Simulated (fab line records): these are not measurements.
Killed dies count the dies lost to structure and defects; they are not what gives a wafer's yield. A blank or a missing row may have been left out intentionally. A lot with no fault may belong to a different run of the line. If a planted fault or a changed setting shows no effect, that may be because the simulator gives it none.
The tool behind it: which one?	flow nand_harc	route of 1302 steps, sampled at 1 step: 13 lots, 39 wafers

== WHAT EACH GAUGE READ, for each wafer ==
NHARC_A_CONTACT_INSPECT_44.
lot	measured	on	raw_defect_count
L434	day 22 02:49	defect_inspect-01	150 136 168
L439	day 23 10:53	defect_inspect-02	57 60 68
L437	day 24 03:23	defect_inspect-02	66 78 80
L438	day 24 07:43	defect_inspect-02	60 72 80
L445	day 26 19:41	defect_inspect-02	84 107 85
L448	day 27 07:59	defect_inspect-02	142 147 147
L449	day 27 23:47	defect_inspect-01	110 119 112
L447	day 28 08:37	defect_inspect-01	107 92 103
L450	day 29 01:03	defect_inspect-01	105 113 96
L452	day 29 17:47	defect_inspect-01	84 90 65
L453	day 29 21:31	defect_inspect-02	50 62 77
L454	day 30 19:36	defect_inspect-01	40 48 48
L456	day 31 00:10	defect_inspect-01	79 61 58

== WHAT TOOL EACH LOT RAN ON (gives the tool, then ch and the chambers of the sampled wafers, and finally the start) ==
Before these readings, the record contains no process step.

== WHAT THE TOOLS THEMSELVES READ (means of the sampled wafers that have a number; where no wafer has one, the mark that the record gives instead) ==
The record holds no such reading with a usual standard deviation.

== THE ANSWER, worked out from the rows above alone ==
Rule: usual is defined by the lots themselves. The widest of any qualifying gaps counts: lots, ordered by their means at a reading, are off when they make up no more than a third of the lots, leave a main group of 4 or more, and stand apart from it by 3 or more times the standard deviation of that group's means. Not used: any main group whose means are identical at the precision the tables above print for the reading. A lot without any number at a reading at which 4 lots or more have one is off too. All remaining lots with rows at the step are treated as sound. After the gauges, taken in route order, come the tools' own readings; for these a lot's mean is taken, as printed above. The first step at which some lot is off is used, and at that step the reading that is off furthest; a lot without a number counts as furthest.
None of the lots is off at any reading shown; this tells nothing.

== WHAT THE SIMULATOR PUT IN ==
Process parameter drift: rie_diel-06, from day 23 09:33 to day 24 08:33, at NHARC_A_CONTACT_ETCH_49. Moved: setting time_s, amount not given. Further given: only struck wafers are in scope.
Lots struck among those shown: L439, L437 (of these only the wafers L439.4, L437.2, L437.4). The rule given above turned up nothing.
